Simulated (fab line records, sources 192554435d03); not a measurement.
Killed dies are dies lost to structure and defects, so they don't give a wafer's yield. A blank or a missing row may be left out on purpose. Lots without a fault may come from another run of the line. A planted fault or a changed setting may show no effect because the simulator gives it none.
Which tool did it? | flow n5_finfet | 13 lots, 38 wafers sampled, at 1 step of a route of 1938

WHAT THE GAUGES READ, wafer by wafer
N5_MOL_CONTACT_COAG_OVL_MEAS_09. Usual: CA_OVL 0.2 nm, standard deviation 0.66.
lot  | measured     | on         | CA_OVL (nm)   | flag
L730 | day 4 15:33  | overlay-01 | 0.4 0.2 -0.1  |
L731 | day 5 03:25  | overlay-02 | 1.2 0.3 0.4   |
L732 | day 5 08:27  | overlay-01 | 0.6 -0.6      |
L734 | day 5 14:41  | overlay-02 | 1.1 0.7 0.1   |
L735 | day 5 21:46  | overlay-02 | 0.6 -0.4 0.7  |
L740 | day 7 03:47  | overlay-02 | -0.1 0.0 0.6  |
L741 | day 7 09:59  | overlay-01 | 1.3 0.6 0.9   |
L743 | day 7 19:37  | overlay-01 | 0.4 0.8 0.6   |
L746 | day 8 15:16  | overlay-01 | 0.1 -0.9 -0.9 |
L747 | day 8 23:40  | overlay-01 | 0.0 0.6 -0.3  |
L751 | day 9 19:01  | overlay-01 | 0.5 0.0 -0.6  |
L752 | day 10 07:17 | overlay-01 | 0.0 -1.7 -0.4 |
L753 | day 10 13:26 | overlay-02 | 0.9 0.2 1.2   |

WHICH TOOL RAN EACH LOT (tool, then ch and the chambers of the sampled wafers, then the start)
The record holds no process step before these readings.

WHAT THE TOOLS THEMSELVES READ (means of the sampled wafers that have a number; where no wafer has one, the mark that the record gives instead)
The record holds no such reading with a usual standard deviation.

THE ANSWER, worked out from the rows above alone
Rule: a lot is off if the mean of its wafers that have a number lies more than 3 standard deviations from the usual mean. A lot without any number at a reading at which 4 lots or more have one is off too. The other lots that the step has rows for count as sound. The gauges are gone through in route order, then the tools' own readings, and for those a lot's mean is taken as printed above. The first step at which some lot is off is used, and at that step the reading that is off furthest; a lot without a number counts as furthest.
No lot is off at any reading shown: from this, nothing can be told.

WHAT THE SIMULATOR HAD PUT IN
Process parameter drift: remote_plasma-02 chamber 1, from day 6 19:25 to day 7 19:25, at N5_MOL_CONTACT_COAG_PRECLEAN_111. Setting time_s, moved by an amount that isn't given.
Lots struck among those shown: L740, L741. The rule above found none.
